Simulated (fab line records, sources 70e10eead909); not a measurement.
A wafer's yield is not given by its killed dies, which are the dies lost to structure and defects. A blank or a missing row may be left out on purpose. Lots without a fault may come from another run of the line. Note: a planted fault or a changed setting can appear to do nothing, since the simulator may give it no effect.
Chamber matching / flow nandHarc / NHARC_A_CONTACT_DEP_29 on pecvd-02 has 3 sister chambers
The step deposits SiON, target thk 70 nm. 14 wafers are shown with their chamber, then 7 later ones without.

== WAFERS PAIRED WITH THEIR CHAMBERS ==
wafer=L951.1; chamber=2; heaterPowerW (W)=626
wafer=L951.2; chamber=0; heaterPowerW (W)=712
wafer=L951.6; chamber=2; heaterPowerW (W)=636
wafer=L959.1; chamber=2; heaterPowerW (W)=678
wafer=L959.2; chamber=1; heaterPowerW (W)=784
wafer=L959.3; chamber=0; heaterPowerW (W)=706
wafer=L961.1; chamber=0; heaterPowerW (W)=656
wafer=L961.2; chamber=2; heaterPowerW (W)=694
wafer=L961.5; chamber=2; heaterPowerW (W)=700
wafer=L965.1; chamber=0; heaterPowerW (W)=689
wafer=L965.4; chamber=2; heaterPowerW (W)=628
wafer=L965.5; chamber=1; heaterPowerW (W)=788
wafer=L964.1; chamber=0; heaterPowerW (W)=649
wafer=L964.5; chamber=0; heaterPowerW (W)=655

SIGNATURES, as means of the wafers listed above
reading=heaterPowerW; chamber 0=677.83; chamber 1=786.00; chamber 2=660.33; scatter within a chamber=29.8
Rule: a wafer's distance from a chamber is the root of the sum, over the readings, of the square of ((its reading less the chamber's mean) divided by the reading's scatter). If the next closest chamber is less than 2 further off than the closest, the wafer can't be placed; otherwise it belongs to the closest. The scatter: the root of (the sum of the squares of (reading less its chamber's mean) over the shown wafers, divided by (wafers less chambers)).

== WAFERS WHOSE CHAMBER IS MISSING ==
wafer=L964.6; heaterPowerW (W)=736
wafer=L968.1; heaterPowerW (W)=569
wafer=L968.3; heaterPowerW (W)=686
wafer=L968.5; heaterPowerW (W)=557
wafer=L970.2; heaterPowerW (W)=790
wafer=L970.4; heaterPowerW (W)=814
wafer=L970.5; heaterPowerW (W)=685

== WHICH CHAMBER EACH WENT THROUGH ==
wafer=L964.6; from the rows above=can't be placed: 1 or 0 or 2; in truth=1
wafer=L968.1; from the rows above=can't be placed: 2 or 0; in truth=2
wafer=L968.3; from the rows above=can't be placed: 0 or 2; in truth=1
wafer=L968.5; from the rows above=can't be placed: 2 or 0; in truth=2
wafer=L970.2; from the rows above=1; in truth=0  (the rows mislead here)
wafer=L970.4; from the rows above=1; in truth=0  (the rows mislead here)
wafer=L970.5; from the rows above=can't be placed: 0 or 2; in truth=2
Correct placement for 0 of the 7. Not placeable from these rows: 5 (in 4, the candidates include the true chamber). Placed wrongly: 2.
